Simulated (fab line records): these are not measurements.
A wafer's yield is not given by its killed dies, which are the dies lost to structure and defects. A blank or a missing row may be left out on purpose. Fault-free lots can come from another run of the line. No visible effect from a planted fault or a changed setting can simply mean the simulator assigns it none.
fab line records	flow n5-finfet
record: lots: 4	wafers: 11	last-day: 15
route steps=1938 shown FIN_SAQP@114 FIN_CUT@154 PASSIVATION@1936
lots that met no fault: taken from a fault-free run of the same line
start-h: hours from the record's first day to the start of the lot's first wafer shown	wait-h: hours elapsed since this lot's preceding step	" unchanged from the row above	L1.1+2: a row that stands for several wafers	- value missing, or start not given	* or withheld: withheld	< > ~ a bound
route shown NAME@n: NAME is a module with steps in the file, n the number in the route of the first one	usual: mean and standard deviation over wafers with no fault	same: alike in all rows	chamber/n: place in a boat	sites: the reading at each site	_std_site: the values' standard deviation	_edge_site: inner sites' mean taken away from outer sites' mean	radius-mm: for every site, how far away it sits from the centre of the wafer	mask NAME#n: copy n	behind: the last tool/chamber to shape the wafer	hold: the reason the lot was held/the length of the hold in hours/how it ended	device: whichever transistor did not switch (one of n, p or np)	end of line: tests of these same wafers at the route's end	step lacking rows: just its recipe	killed: the dies lost at the first sort to structure and to defects; this is not the yield of the wafer	map: dies across one wafer; x = killed, . = not, _ = none there
set.NAME: the run value of the setting; set.NAME@STEP: its run value at that earlier step	model.NAME: the simulator's own value behind a step, which no gauge read
a table for each step, a row for each wafer; lots at some steps of the route
services: from which hour (start-h, from the record's first day; less than 0 if before it) a tool's chamber was out of use, for how many hours, and why
== steps ==
step: N5_FIN_SAQP_DESCUM_21
recipe: chemistry: O2	time-s: 7.9	source-power-w: 50	bias-power-w: 20	pressure-mtorr: 20	rf-frequency-hz: 2.712e+07	temp-c: 40	resist: CAR-ArF	o2-flow-sccm: 225
step: N5_FIN_SAQP_ETCH_51
recipe: chemistry: CF4	target: SiARC	target-depth-a: 455	mask-material: CAR-ArF	time-s: 75.8	ion-energy-ev: 80	pressure-mtorr: 40	source-w: 545	bias-w: 36	Ar_flow_sccm: 100	cf4-flow-sccm: 100	ends: cleared
step: N5_FIN_SAQP_ETCH_52
recipe: chemistry: N2/H2	target: SOC	target-depth-a: 1000	overetch-a: 200	mask-material: SiARC	temp-c: 40	time-s: 150	ion-energy-ev: 200	pressure-mtorr: 30	source-w: 840	bias-w: 150	n2-flow-sccm: 200	h2-flow-sccm: 200	ends: end-point
step: N5_FIN_SAQP_STRIP_53
recipe: chemistry: N2/H2	temp-c: 40	n2-flow-sccm: 200	h2-flow-sccm: 200	rf-frequency-hz: 6e+07
step: N5_FIN_SAQP_HM_OPEN_73
recipe: chemistry: CHF3/O2	target: SiO2	stop-on: a-Si	target-depth-a: 120	over-etch-frac: 1.8	mask-material: SOC	time-s: 16.8	pressure-mtorr: 30	source-w: 650	bias-w: 170	Ar_flow_sccm: 200	CHF3_flow_sccm: 50	O2_flow_sccm: 5	ion-energy-ev: 200	ends: end-point
step: N5_FIN_SAQP_STRIP_74
recipe: chemistry: CHF3/O2	resist: SiARC	rf-frequency-hz: 6e+07
step: N5_FIN_SAQP_MANDREL_ETCH_22
recipe: target-depth-a: 600	chemistry: HBr/Cl2	target: a-Si	stop-on: SiNx	bt-time-s: 10	over-etch-frac: 0.5	time-s: 30	pressure-mtorr: 10	icp-w: 800	bias-w: 75	HBr_flow_sccm: 150	Cl2_flow_sccm: 80	ends: end-point
step: N5_FIN_SAQP_STRIP_55
recipe: chemistry: N2/H2	power-w: 500	temp-c: 40	pressure-mtorr: 50	rf-frequency-hz: 6e+07	overash-fraction: 0.3	bias-power-w: 28	h2-frac: 0.5	n2-flow-sccm: 300	h2-flow-sccm: 300
step: N5_FIN_SAQP_STRIP_23
recipe: chemistry: SPM	time-s: 750	temp-c: 130	h2so4-h2o2-vol-ratio: 4
step: N5_FIN_SAQP_SRD_66
recipe: dry: ipa-marangoni	time-s: 30	temp-c: 23	rinse-liquid: diw
step: N5_FIN_SAQP_RECESS_75
recipe: chemistry: HF/NH3	target: SiO2	target-depth-a: 144	afs-cycles: 3	temp-c: 30	sublimation-temp-c: 180	sublimation-time-s: 60
step: N5_FIN_SAQP_SPACER1_ALD_24
recipe: material: SiO2	target-thk-a: 203	temp-c: 300	ald-precursor-family: BDEAS	ald-co-reactant: O2-plasma	pulse-time-s: 1	purge-time-s: 2	co-reactant-purge-time-s: 2	ald-cycles: 218	pressure-torr: 2
step: N5_FIN_SAQP_SPACER1_ETCHBACK_25
recipe: chemistry: CHF3/O2	mode: anisotropic-etchback	target: SiO2	target-depth-a: 244	time-s: 12.2	pressure-mtorr: 30	source-w: 650	bias-w: 170	Ar_flow_sccm: 200	CHF3_flow_sccm: 50	O2_flow_sccm: 5	ion-energy-ev: 200
usual: O2_flow_sccm: 5.002/0.016	drypump-motor-current-A: 5.7/0.49	oes_f_703_au: 0.82/0.088	oes-product-au: 0.82/0.098	rf-vpp-V: 524/17	showerhead-plenum-p-Torr: 2.41/0.059	throttle-valve-pct: 19.00/0.22
same: time-s: 12.2
lot.wafer	tool	chamber	start-h	wait-h	O2_flow_sccm	drypump-motor-current-A	oes_f_703_au	oes-product-au	rf-hours-counter-h	rf-vpp-V	showerhead-plenum-p-Torr	throttle-valve-pct
L850.2	rie-diel-01	0	59.86	0.4	5.013	6.3	0.83	0.82	98	538	2.46	18.95
L850.6	"	0	"	"	5.018	6.3	0.83	0.82	-	538	2.46	18.94
L854.1	rie-diel-01	0	84.20	0.5	5.024	6.3	0.81	0.83	106	539	2.45	18.98
L854.4	"	1	"	"	5.001	5.7	0.72	0.71	191	532	2.39	19.48
L854.5	"	3	"	"	4.988	6.0	0.80	0.84	-	538	2.47	19.11
L858.2	rie-diel-01	1	107.66	0.4	5.005	5.7	0.71	0.70	200	530	2.39	19.50
L858.3	"	2	"	"	4.988	5.3	0.81	0.78	111	492	2.54	19.02
L858.4	"	3	"	"	5.011	6.0	0.80	0.84	72	538	2.47	19.14
L860.2	rie-diel-05	1	121.28	0.5	4.981	5.8	0.87	0.89	30	540	2.36	18.82
L860.4	"	0	"	"	4.986	5.1	0.88	0.88	42	525	2.38	18.87
L860.6	"	3	"	"	4.995	5.0	0.94	1.00	-	521	2.39	18.81
step: N5_FIN_SAQP_MANDREL1_REMOVE_56
recipe: chemistry: HBr/Cl2/O2	bt-time-s: 10	target: a-Si	stop-on: SiNx	endpoint: OES-SiCl	over-etch-frac: 1	icp-w: 600	bias-w: 22	HBr_flow_sccm: 150	Cl2_flow_sccm: 80	O2_flow_sccm: 5	pressure-mtorr: 10
step: N5_FIN_SAQP_ETCH_57
recipe: chemistry: CH3F/O2	target: SiNx	mask-material: SiO2	target-depth-a: 325	time-s: 46.4	pressure-mtorr: 30	source-w: 395	bias-w: 73	Ar_flow_sccm: 150	CH3F_flow_sccm: 30	O2_flow_sccm: 20	ion-energy-ev: 120	ends: cleared
step: N5_FIN_SAQP_ETCH_65
recipe: chemistry: CF4	target: SiO2	target-depth-a: 40	ion-energy-ev: 350	time-s: 4.4	pressure-mtorr: 10	icp-w: 800	bias-w: 400	cf4-flow-sccm: 80
step: N5_FIN_SAQP_MANDREL_ETCH_58
recipe: chemistry: HBr/Cl2	target: a-Si	target-depth-a: 450	bt-time-s: 10	stop-on: SiNx	mask-material: SiO2	over-etch-frac: 0.8	time-s: 27	pressure-mtorr: 10	icp-w: 800	bias-w: 75	HBr_flow_sccm: 150	Cl2_flow_sccm: 80	ends: end-point
step: N5_FIN_SAQP_RECESS_63
recipe: chemistry: HF/NH3	target: SiO2	target-depth-a: 180	afs-cycles: 3	temp-c: 30	sublimation-temp-c: 180	sublimation-time-s: 60
step: N5_FIN_SAQP_COAT_68
recipe: resist: SOC	temp-c: 250	time-s: 60	spin-rpm: 1500	resist-thk-nm: 100
step: N5_FIN_SAQP_ETCH_69
recipe: chemistry: N2/H2	target: SOC	target-depth-a: 1500	stop-on: SiNx	ion-energy-ev: 100	bias-w: 61	pressure-mtorr: 30	source-w: 850	n2-flow-sccm: 200	h2-flow-sccm: 200
step: N5_FIN_SAQP_ETCH_67
recipe: chemistry: CH3F/O2	target: SiNx	target-depth-a: 300	mask-material: SOC	pressure-mtorr: 30	source-w: 395	bias-w: 73	Ar_flow_sccm: 150	CH3F_flow_sccm: 30	O2_flow_sccm: 20	ion-energy-ev: 120
step: N5_FIN_SAQP_STRIP_70
recipe: chemistry: N2/H2	power-w: 500	temp-c: 40	pressure-mtorr: 50	rf-frequency-hz: 6e+07	overash-fraction: 0.3	bias-power-w: 28	h2-frac: 0.5	n2-flow-sccm: 300	h2-flow-sccm: 300
step: N5_FIN_SAQP_RECESS_71
recipe: chemistry: HF/NH3	target: SiO2	target-depth-a: 30	afs-cycles: 1	temp-c: 30	sublimation-temp-c: 180	sublimation-time-s: 60
step: N5_FIN_SAQP_SPACER2_ALD_28
recipe: material: SiO2	target-thk-a: 81	temp-c: 300	ald-precursor-family: BDEAS	ald-co-reactant: O2-plasma	pulse-time-s: 1	purge-time-s: 2	co-reactant-purge-time-s: 2	pressure-torr: 2
step: N5_FIN_SAQP_SPACER2_ETCHBACK_29
recipe: chemistry: CHF3/O2	mode: anisotropic-etchback	target: SiO2	target-depth-a: 122	time-s: 6.1	pressure-mtorr: 30	source-w: 650	bias-w: 170	Ar_flow_sccm: 200	CHF3_flow_sccm: 50	O2_flow_sccm: 5	ion-energy-ev: 200
step: N5_FIN_SAQP_MANDREL2_REMOVE_60
recipe: chemistry: HBr/Cl2/O2	bt-time-s: 10	target: a-Si	stop-on: SiNx	endpoint: OES-SiCl	over-etch-frac: 1	icp-w: 600	bias-w: 22	HBr_flow_sccm: 150	Cl2_flow_sccm: 80	O2_flow_sccm: 5	pressure-mtorr: 10
step: N5_FIN_SAQP_HM_OPEN_33
recipe: chemistry: CH3F/O2	target: SiNx	mask-material: SiO2	target-depth-a: 494	time-s: 70.6	pressure-mtorr: 30	source-w: 395	bias-w: 73	Ar_flow_sccm: 150	CH3F_flow_sccm: 30	O2_flow_sccm: 20	ion-energy-ev: 120	ends: cleared
step: N5_FIN_SAQP_ETCH_34
recipe: chemistry: C4F6/O2	target: SiO2	target-depth-a: 450	time-s: 15	ion-energy-ev: 250	pressure-mtorr: 30	source-w: 345	bias-w: 185	Ar_flow_sccm: 300	C4F6_flow_sccm: 10	O2_flow_sccm: 10	ends: cleared
step: N5_FIN_SAQP_STRIP_77
recipe: chemistry: N2/H2	time-s: 90	power-w: 100	temp-c: 40	pressure-mtorr: 100	rf-frequency-hz: 6e+07	bias-power-w: 3	n2-flow-sccm: 300	h2-flow-sccm: 300
step: N5_FIN_SAQP_ETCH_64
recipe: chemistry: CF4	target: SiO2	target-depth-a: 15	ion-energy-ev: 350	pressure-mtorr: 10	icp-w: 800	bias-w: 400	cf4-flow-sccm: 80
step: N5_FIN_SAQP_FIN_ETCH_36
recipe: chemistry: HBr/Cl2/O2	target-depth-a: 1200	mask-material: SiNx	time-s: 50.4	bias-w: 102	pressure-mtorr: 10	icp-w: 800	HBr_flow_sccm: 150	Cl2_flow_sccm: 80	O2_flow_sccm: 12
step: N5_FIN_SAQP_PRECLEAN_38
recipe: chemistry: O3/DIW	time-s: 45	temp-c: 22	o3-ppm: 10
step: N5_FIN_SAQP_PRECLEAN_45
recipe: chemistry: dHF	time-s: 10	dilution: 500:1	temp-c: 25
step: N5_FIN_SAQP_SRD_39
recipe: dry: ipa-marangoni	time-s: 30	temp-c: 23	rinse-liquid: diw
step: N5_FIN_SAQP_INSPECT_40
recipe: inspect-instrument: brightfield	mode: aei
usual: raw-defect-count: 242/65
lot.wafer	tool	chamber	start-h	wait-h	raw-defect-count
L850.2	defect-inspect-02	-	62.27	0.0	169
L850.6	"	-	"	"	302
L854.1	defect-inspect-02	-	86.88	0.0	635
L854.4	"	-	"	"	619
L854.5	"	-	"	"	597
L858.2	defect-inspect-01	-	110.05	0.0	580
L858.3	"	-	"	"	588
L858.4	"	-	"	"	522
L860.2	defect-inspect-02	-	123.87	0.0	244
L860.4	"	-	"	"	181
L860.6	"	-	"	"	141
step: N5_FIN_CUT_COAT_18
recipe: resist: SOC	temp-c: 250	time-s: 60	spin-rpm: 1500	resist-thk-nm: 230
step: N5_FIN_CUT_COAT_19
recipe: resist: SiARC	temp-c: 220	time-s: 60	spin-rpm: 1500	resist-thk-nm: 20
step: N5_FIN_CUT_INSPECT_10
recipe: mode: adi	inspect-instrument: brightfield
usual: raw-defect-count: 43/10
lot.wafer	tool	chamber	start-h	wait-h	raw-defect-count
L850.2	defect-inspect-01	-	62.66	0.0	33
L850.6	"	-	"	"	45
L854.1	defect-inspect-02	-	87.28	0.1	421
L854.4	"	-	"	"	413
L854.5	"	-	"	"	394
L858.2	defect-inspect-01	-	110.44	0.0	378
L858.3	"	-	"	"	426
L858.4	"	-	"	"	391
L860.2	defect-inspect-01	-	124.26	0.0	48
L860.4	"	-	"	"	39
L860.6	"	-	"	"	30
step: N5_FIN_CUT_INSPECT_17
recipe: inspect-instrument: brightfield	mode: aei
usual: raw-defect-count: 244/65
lot.wafer	tool	chamber	start-h	wait-h	raw-defect-count
L850.2	defect-inspect-02	-	63.61	0.0	191
L850.6	"	-	"	"	320
L854.1	defect-inspect-01	-	88.22	0.0	665
L854.4	"	-	"	"	628
L854.5	"	-	"	"	584
L858.2	defect-inspect-01	-	111.38	0.0	579
L858.3	"	-	"	"	599
L858.4	"	-	"	"	528
L860.2	defect-inspect-02	-	126.17	0.0	243
L860.4	"	-	"	"	184
L860.6	"	-	"	"	145
step: N5_PASSIVATION_PROBE_49
usual: killed_at_M0_to_M3: 32/9.3	killed_at_M4_up: 14/4.9	killed-at-contacts: 15/7.5	killed-at-front-end: 40/11	killed-at-other: 4/3.3	killed-dies: 104/17	killed-on-rim: 13/4.2	killed-open: 68/14	killed-short: 33/7.9
same: gross-dies: 1180	killed-at-back-side: 0
lot.wafer	tool	chamber	start-h	wait-h	killed_at_M0_to_M3	killed_at_M4_up	killed-at-contacts	killed-at-front-end	killed-at-other	killed-dies	killed-on-rim	killed-open	killed-short
L850.2	prober-01	-	292.59	0.1	19	14	24	48	1	106	11	63	41
L850.6	prober-01	-	292.79	0.3	36	8	25	50	0	119	13	91	26
L854.1	prober-02	-	319.79	0.0	36	11	16	126	10	199	31	86	23
L854.4	prober-02	-	319.94	0.2	36	14	19	131	3	203	12	67	26
L854.5	prober-02	-	319.99	0.2	51	7	21	103	4	186	27	80	36
L858.2	prober-01	-	356.37	0.1	50	12	15	144	1	222	10	91	31
L858.3	prober-01	-	356.42	0.1	28	12	6	78	2	126	29	56	36
L858.4	prober-01	-	356.47	0.2	23	16	9	101	1	150	29	47	23
L860.2	prober-02	-	363.30	0.1	41	17	13	42	10	123	14	81	35
L860.4	prober-02	-	363.40	0.2	28	15	13	40	1	97	13	65	30
L860.6	prober-02	-	363.50	0.3	30	5	20	36	11	102	16	49	45
killed by level:class
L850.2 MOL_CONTACT_COAG:geometric-particle:open=17 STI_FIN_REVEAL:geometric-particle:open=15 FIN_SAQP:geometric-particle:short=9 STI_FIN_REVEAL:geometric-particle:short=7 MOL_CONTACT_COAG:geometric-particle:short=7 BEOL_M0_SAQP:geometric-particle:short=6 FIN_SAQP:geometric-particle:open=5 BEOL_M0_SAQP:geometric-particle:open=5
L850.6 STI_FIN_REVEAL:geometric-particle:open=21 MOL_CONTACT_COAG:geometric-particle:open=18 BEOL_M3:geometric-particle:open=12 FIN_SAQP:geometric-particle:open=7 MOL_CONTACT_COAG:geometric-particle:short=7 BEOL_M2:geometric-particle:open=6 BEOL_M1:geometric-particle:open=6 STI_FIN_REVEAL:geometric-particle:short=4
L854.1 FIN_SAQP:unspecified=86 MOL_CONTACT_COAG:geometric-particle:open=15 BEOL_M3:geometric-particle:open=13 BEOL_M0_SAQP:geometric-particle:open=11 FIN_SAQP:geometric-particle:open=8 STI_FIN_REVEAL:geometric-particle:open=8 BEOL_M0_SAQP:geometric-particle:short=5 BEOL_M4:geometric-particle:open=5
L854.4 FIN_SAQP:unspecified=109 MOL_CONTACT_COAG:geometric-particle:open=15 BEOL_M0_SAQP:geometric-particle:short=12 STI_FIN_REVEAL:geometric-particle:open=9 BEOL_M3:geometric-particle:open=7 BEOL_M4:geometric-particle:open=7 BEOL_M1:geometric-particle:open=5 MOL_CONTACT_COAG:geometric-particle:short=4
L854.5 FIN_SAQP:unspecified=70 BEOL_M3:geometric-particle:open=29 MOL_CONTACT_COAG:geometric-particle:open=13 FIN_SAQP:geometric-particle:open=9 MOL_CONTACT_COAG:geometric-particle:short=8 BEOL_M3:geometric-particle:short=8 STI_FIN_REVEAL:geometric-particle:open=5 GATE_CUT:geometric-particle:short=5
L858.2 FIN_SAQP:unspecified=99 BEOL_M1:geometric-particle:open=14 STI_FIN_REVEAL:geometric-particle:open=12 MOL_CONTACT_COAG:geometric-particle:open=12 BEOL_M0_SAQP:geometric-particle:short=10 BEOL_M4:geometric-particle:open=9 BEOL_M0_SAQP:geometric-particle:open=8 BEOL_M3:geometric-particle:open=6
L858.3 FIN_SAQP:unspecified=33 STI_FIN_REVEAL:geometric-particle:open=16 BEOL_M1:geometric-particle:open=7 BEOL_M0_SAQP:geometric-particle:short=6 FIN_SAQP:geometric-particle:open=5 STI_FIN_REVEAL:geometric-particle:short=5 MOL_CONTACT_COAG:geometric-particle:open=5 BEOL_M0_SAQP:geometric-particle:open=5
L858.4 FIN_SAQP:unspecified=71 HKMG_FIN:area-etch=9 DUMMY_GATE:geometric-particle:open=7 MOL_CONTACT_COAG:geometric-particle:open=7 BEOL_M4:geometric-particle:open=6 BEOL_M3:geometric-particle:open=6 BEOL_M0_SAQP:geometric-particle:open=5 BEOL_M1:geometric-particle:open=5
L860.2 STI_FIN_REVEAL:geometric-particle:open=13 MOL_CONTACT_COAG:geometric-particle:open=11 BEOL_M3:geometric-particle:open=11 BEOL_M4:geometric-particle:open=11 BEOL_M0_SAQP:geometric-particle:short=8 BEOL_M0_SAQP:geometric-particle:open=8 FIN_SAQP:geometric-particle:open=5 FIN_SAQP:geometric-particle:short=5
L860.4 MOL_CONTACT_COAG:geometric-particle:open=11 FIN_SAQP:geometric-particle:open=10 BEOL_M0_SAQP:geometric-particle:short=10 BEOL_M4:geometric-particle:open=9 BEOL_M0_SAQP:geometric-particle:open=7 STARTING-WAFER:geometric-particle:open=7 GATE_CUT:geometric-particle:short=6 DUMMY_GATE:geometric-particle:open=5
L860.6 MOL_CONTACT_COAG:geometric-particle:open=13 FIN_SAQP:geometric-particle:short=9 MOL_CONTACT_COAG:geometric-particle:short=7 BEOL_M0_SAQP:geometric-particle:short=7 BEOL_M2:geometric-particle:open=7 PASSIVATION:area-etch=6 FIN_SAQP:geometric-particle:open=5 STI_FIN_REVEAL:geometric-particle:short=5
map L854.4 (x killed, . not)
_________________.......x..x.________________
______________..............x..._____________
___________................x.......__________
__________.............x.......x...._________
________..........x.x.....x.........x._______
_______.....x.......................x..______
______....x...........x......x.x......x._____
_____............................x.......____
____...........x................x.........___
___............x.........xx................__
___.x..........................x..x........__
__..x....xxxxx....................xx..x....._
__...xx.xxxx.xx.x....................xx.x..._
_....x.xxxxxx.x.x...........x...xxx.x........
_....x.xxxxxxxxxx..x..x..x..x............x...
_.x.xxxxxxxxxxxxxx.x.............x.x.........
_..xx.xxxxxxxxxx.............................
_..xxxxxxxxxxxxx..x...x.....x...x............
_....xxxxxxxxxxxx.............x..............
_.....xxxxxxxxx.x....x........x........x....x
_......xxxxxxx...x........................x..
__.....x.xx.xxxx....................x....x.._
__x......x.x.....x.........................._
___............x......x.x.x...........x....__
___......x.x..............x................__
____......x...........................x...___
_____............................x.......____
______............x......x....x..x......_____
_______.x...........xx.........xx..x.x.______
________x......x.....x.x.............._______
__________...............x........x._________
___________..x.............x.......__________
______________.................._____________
_________________............________________
map L858.2 (x killed, . not)
_________________............________________
______________x.......x.x......._____________
___________x..............x........__________
__________..x..x.........x.....x...._________
________.......x...............x....x._______
_______.......xx............x..........______
______...........x.x.....x....x..x......_____
_____.............x.....x..x.............____
____..x..x..............x...xx.x..........___
___....xxxxx............x................x.__
___..............x...........x..........x..__
__...xx...x...................x....x.x......_
__.....xxxx.xx...........x.x.x........x...x._
_....xx.xxxxxxx..x.............x..x.........x
_.xx..xxxxxxxxxxxxx..........x.......x.......
_...xxxxxxxxxxxxxx.x.............x......x....
_..xx.xxxxxxxxxx..xx.xx..............x.......
_.x..xxxxxxxxxxxx..x.....................x...
_...xxxxxxxxxxx..x.....x.....................
_x....xxxxxxxxxx.................x...x.......
_...xxxx.xxx..x......x............x......x...
__.....x.xxx.....x..x..................x.x.._
__...xx..x....xx..........x...x..x.....x...._
___...x...x........xx..x..x....x..........x__
___...................xx..x....x...........__
____....................x..x..........x...___
_____.x..x...............................____
______........x.........x..x.......x...._____
_______.....x...x...x....x.............______
________...........x...x...x.........._______
__________...........x.............._________
___________..........x.............__________
______________.........x........_____________
_________________....xx......________________
== services ==
tool	chamber	start-h	hours	kind
rie-diel-05	0	64.07	2.2	repair
rie-diel-05	3	96.43	-	clean
rie-diel-05	3	96.43	-	consumable-replace:focus-ring
rie-diel-05	3	96.43	19.5	scheduled-down
rie-diel-05	3	96.43	19.5	vent-cycle
== key ==
first-sign: step: N5_FIN_SAQP_INSPECT_40	reading: raw-defect-count	direction: up	sigmas: 5.4	usual: 242	struck: 590
effect: step: N5_FIN_CUT_INSPECT_10	reading: raw-defect-count	direction: up	sigmas: 36	usual: 43	struck: 404
effect: step: N5_FIN_CUT_INSPECT_17	reading: raw-defect-count	direction: up	sigmas: 5.4	usual: 244	struck: 597
effect: step: N5_PASSIVATION_PROBE_49	reading: killed-at-front-end	direction: up	sigmas: 6.6	usual: 40	struck: 114
more-kills-born-at: N5_FIN_SAQP_SPACER1_ETCHBACK_25@rie-diel-01: 468
met-at N5_FIN_SAQP_SPACER1_ETCHBACK_25
struck-wafers L854.1,L854.4,L854.5,L858.2,L858.3,L858.4
tester-left-out L854,L858
onset-between 59.86 84.20
fault: kind: chamber-particle-source	tool: rie-diel-01	chamber: -	onset-h: 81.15	steps: N5_FIN_SAQP_SPACER1_ETCHBACK_25	rate-per-visit-cm2: 0.54946	end-h: 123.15
tester-left-out: of these lots the tester's yield and bins aren't shown, on N5 and GAA mostly nor the transistor test; their killed dies are dies lost to structure and defects alone, not to doping, threshold or leakage, so they don't give the yield
